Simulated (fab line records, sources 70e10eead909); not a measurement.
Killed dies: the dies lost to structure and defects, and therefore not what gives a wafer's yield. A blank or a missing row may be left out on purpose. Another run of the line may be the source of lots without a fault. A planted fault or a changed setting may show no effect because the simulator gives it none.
Which of the tools did it?	flow nand_harc	24 lots, 72 wafers sampled, at 4 steps of a route of 1302

WHAT EACH GAUGE READ, for each wafer
NHARC_A_CONTACT_CD_MEAS_69 targets a cd of 300 nm. Usual: cd_nm 300.1 nm, standard deviation 0.57.
lot	measured	on	cd_nm (nm)	flag
L074	day 21 23:41	cd_sem-01	300.6 299.7 300.7	
L075	day 22 06:35	cd_sem-01	300.1 299.7 299.4	
L076	day 22 14:02	cd_sem-03	299.3 299.1 300.1	
L077	day 23 03:32	cd_sem-03	300.3 300.3 300.6	
L078	day 23 06:01	cd_sem-02	299.7 300.3 299.7	
L079	day 24 02:37	cd_sem-02	298.9 299.9 300.3	
L080	day 24 03:17	cd_sem-03	299.7 299.3 299.9	
L083	day 25 02:25	cd_sem-02	300.8 301.1 299.9	
L081	day 25 02:35	cd_sem-01	300.2 300.2 300.6	
L082	day 25 03:20	cd_sem-02	299.6 300.4 300.2	
L084	day 25 20:22	cd_sem-02	300.4 301.1 300.2	
L085	day 25 20:41	cd_sem-01	299.9 298.7 299.7	
L087	day 27 03:37	cd_sem-03	299.2 300.1 299.8	
L086	day 27 04:38	cd_sem-03	300.2 299.5 300.2	
L089	day 27 18:24	cd_sem-03	299.5 300.3 300.1	
L088	day 27 21:47	cd_sem-01	300.1 298.7 300.4	
L090	day 28 23:01	cd_sem-01	299.9 301.5 300.7	
L091	day 29 01:23	cd_sem-03	300.2 300.1 299.9	
L093	day 29 16:51	cd_sem-02	300.7 300.6 299.4	
L092	day 29 19:56	cd_sem-03	300.6 299.4 300.6	
L095	day 30 10:43	cd_sem-02	300.7 299.4 300.6	
L094	day 30 10:52	cd_sem-01	300.6 299.4 300.5	
L096	day 31 01:32	cd_sem-03	301.5 300.8 300.1	
L097	day 31 15:46	cd_sem-03	300.3 300.4 299.7	

EACH LOT AND THE TOOL THAT RAN IT (in order: tool; ch and the chambers of the sampled wafers; start)
lot	NHARC_A_CONTACT_ETCH_50	NHARC_A_CONTACT_ETCH_116	NHARC_A_CONTACT_ETCH_119
L074	rie_diel-01 ch 0,1,3, day 21 15:56 or earlier	har_cap_etch-01 ch 0,1, day 21 15:56	har_cap_etch-01 ch 0,1, day 21 16:26
L075	rie_diel-01 ch 0,1,3, day 21 19:06 or earlier	har_cap_etch-02 ch 0,1, day 21 19:06	har_cap_etch-02 ch 0,1, day 21 19:37
L076	rie_diel-01 ch 0,2,3, day 22 06:43 or earlier	har_cap_etch-02 ch 0,1, day 22 06:43	har_cap_etch-02 ch 0,1, day 22 07:13
L077	rie_diel-01 ch 1,2, day 22 20:08 or earlier	har_cap_etch-03 ch 0,1, day 22 20:08	har_cap_etch-03 ch 0,1, day 22 20:39
L078	rie_diel-01 ch 0,2,3, day 22 21:40 or earlier	har_cap_etch-02 ch 0,1, day 22 21:40	har_cap_etch-02 ch 0,1, day 22 22:10
L079	rie_diel-01 ch 2,3, day 23 19:08 or earlier	har_cap_etch-02 ch 0,1, day 23 19:08	har_cap_etch-02 ch 0,1, day 23 19:39
L080	rie_diel-13 ch 0,1,3, day 23 19:58 or earlier	har_cap_etch-01 ch 0,1, day 23 19:58	har_cap_etch-01 ch 0,1, day 23 20:29
L083	rie_diel-13 ch 0,2, day 24 14:18 or earlier	har_cap_etch-01 ch 0,1, day 24 14:18	har_cap_etch-01 ch 0,1, day 24 14:49
L081	rie_diel-13 ch 2,3, day 24 16:29 or earlier	har_cap_etch-03 ch 0,1, day 24 16:29	har_cap_etch-03 ch 0,1, day 24 17:00
L082	rie_diel-03 ch 0,1, day 24 19:58 or earlier	har_cap_etch-02 ch 0,1, day 24 19:58	har_cap_etch-02 ch 0,1, day 24 20:28
L084	rie_diel-03 ch 0,3, day 25 13:04 or earlier	har_cap_etch-03 ch 1, day 25 13:04	har_cap_etch-03 ch 1, day 25 13:35
L085	rie_diel-13 ch 1,2, day 25 13:15 or earlier	har_cap_etch-01 ch 0,1, day 25 13:15	har_cap_etch-01 ch 0,1, day 25 13:46
L087	rie_diel-03 ch 0,2, day 26 18:08 or earlier	har_cap_etch-02 ch 0,1, day 26 18:08	har_cap_etch-02 ch 0,1, day 26 18:38
L086	rie_diel-03 ch 1,2,3, day 26 19:20 or earlier	har_cap_etch-03 ch 0,1, day 26 19:20	har_cap_etch-03 ch 0,1, day 26 19:50
L089	rie_diel-01 ch 0,2,3, day 27 10:41 or earlier	har_cap_etch-03 ch 0,1, day 27 10:41	har_cap_etch-03 ch 0,1, day 27 11:22
L088	rie_diel-01 ch 0,2,3, day 27 13:41 or earlier	har_cap_etch-01 ch 0,1, day 27 13:41	har_cap_etch-01 ch 0,1, day 27 14:11
L090	rie_diel-01 ch 0,1,3, day 28 15:41 or earlier	har_cap_etch-01 ch 0,1, day 28 15:41	har_cap_etch-01 ch 0,1, day 28 16:11
L091	rie_diel-03 ch 0,1,2, day 28 16:04 or earlier	har_cap_etch-03 ch 0,1, day 28 16:04	har_cap_etch-03 ch 0,1, day 28 16:46
L093	rie_diel-01 ch 0,2, day 29 08:43 or earlier	har_cap_etch-03 ch 0,1, day 29 08:43	har_cap_etch-03 ch 0,1, day 29 09:24
L092	rie_diel-13 ch 1,2, day 29 12:40 or earlier	har_cap_etch-01 ch 0,1, day 29 12:40	har_cap_etch-01 ch 0,1, day 29 13:11
L095	rie_diel-01 ch 0,1,2, day 30 02:46 or earlier	har_cap_etch-03 ch 0,1, day 30 02:46	har_cap_etch-03 ch 0,1, day 30 03:27
L094	rie_diel-13 ch 0,1,3, day 30 03:20 or earlier	har_cap_etch-02 ch 0,1, day 30 03:20	har_cap_etch-02 ch 0,1, day 30 03:51
L096	rie_diel-01 ch 2,3, day 30 17:41 or earlier	har_cap_etch-03 ch 0,1, day 30 17:41	har_cap_etch-03 ch 0,1, day 30 18:22
L097	rie_diel-03 ch 1,2,3, day 31 04:45 or earlier	har_cap_etch-02 ch 0,1, day 31 04:45	har_cap_etch-02 ch 0,1, day 31 05:16
- NHARC_A_CONTACT_ETCH_50: etches the open film in CF4/CHF3, target depth 121 nm, time 60.5 s.
- NHARC_A_CONTACT_ETCH_116: etches the open film in C4F8/O2/Ar, time 190 s, target depth 1850 nm.
- NHARC_A_CONTACT_ETCH_119: etches the open film in C4F8/O2/Ar, time 190 s, target depth 1850 nm.

AS READ BY THE TOOLS THEMSELVES (means over the sampled wafers that have a number; for cases with no such wafer, the mark the record gives instead)
NHARC_A_CONTACT_ETCH_50. Usual: drypump_motor_current_A 5.8 A, standard deviation 0.42; oes_product_au 0.960 a.u., standard deviation 0.019; rf_vpp_V 370.5 V, standard deviation 2.8; showerhead_plenum_p_Torr 1.57 Torr, standard deviation 0.076; throttle_valve_pct 16.802 %, standard deviation 0.01.
lot	tool	drypump_motor_current_A (A)	oes_product_au (a.u.)	rf_vpp_V (V)	showerhead_plenum_p_Torr (Torr)	throttle_valve_pct (%)	flag
L074	rie_diel-01	5.6	0.955	371.7	1.59	16.793	
L075	rie_diel-01	5.6	0.963	371.8	1.59	16.795	
L076	rie_diel-01	5.8	0.968	369.2	1.54	16.806	
L077	rie_diel-01	5.6	0.964	372.6	1.63	16.803	
L078	rie_diel-01	5.8	0.938	369.2	1.53	16.804	
L079	rie_diel-01	5.7	0.954	369.1	1.50	16.812	
L080	rie_diel-13	5.9	0.968	369.6	1.56	16.808	
L083	rie_diel-13	5.7	0.976	368.0	1.51	16.799	
L081	rie_diel-13	6.5	0.957	371.6	1.55	16.796	
L082	rie_diel-03	5.9	0.982	372.2	1.62	16.806	
L084	rie_diel-03	5.9	0.988	370.6	1.57	16.797	
L085	rie_diel-13	6.0	0.933	368.9	1.51	16.800	
L087	rie_diel-03	6.0	0.942	373.4	1.64	16.795	
L086	rie_diel-03	5.9	0.958	373.1	1.65	16.809	
L089	rie_diel-01	5.8	0.970	368.7	1.53	16.804	
L088	rie_diel-01	5.8	0.962	368.6	1.53	16.809	
L090	rie_diel-01	5.7	0.963	371.6	1.59	16.799	
L091	rie_diel-03	6.0	0.936	372.0	1.62	16.797	
L093	rie_diel-01	6.0	0.974	369.8	1.54	16.798	
L092	rie_diel-13	5.8	0.933	370.1	1.53	16.799	
L095	rie_diel-01	5.9	0.958	371.4	1.60	16.803	
L094	rie_diel-13	5.8	0.951	369.7	1.54	16.801	
L096	rie_diel-01	5.4	0.983	366.6	1.48	16.798	
L097	rie_diel-03	5.9	0.970	372.3	1.64	16.803	

THE ANSWER, worked out from the rows above alone
Rule: a lot is off if the mean of its wafers that have a number lies more than 3 standard deviations from the usual mean. Also off: a lot with no number at a reading for which 4 or more lots have one. All remaining lots with rows at the step are treated as sound. The gauges are gone through in route order, then the tools' own readings, and for those a lot's mean is taken as printed above. The first step at which some lot is off is used, and at that step the reading that is off furthest; a lot without a number counts as furthest.
No lot is off on any of the readings shown, so nothing can be concluded from this.

WHAT WAS PUT IN BY THE SIMULATOR
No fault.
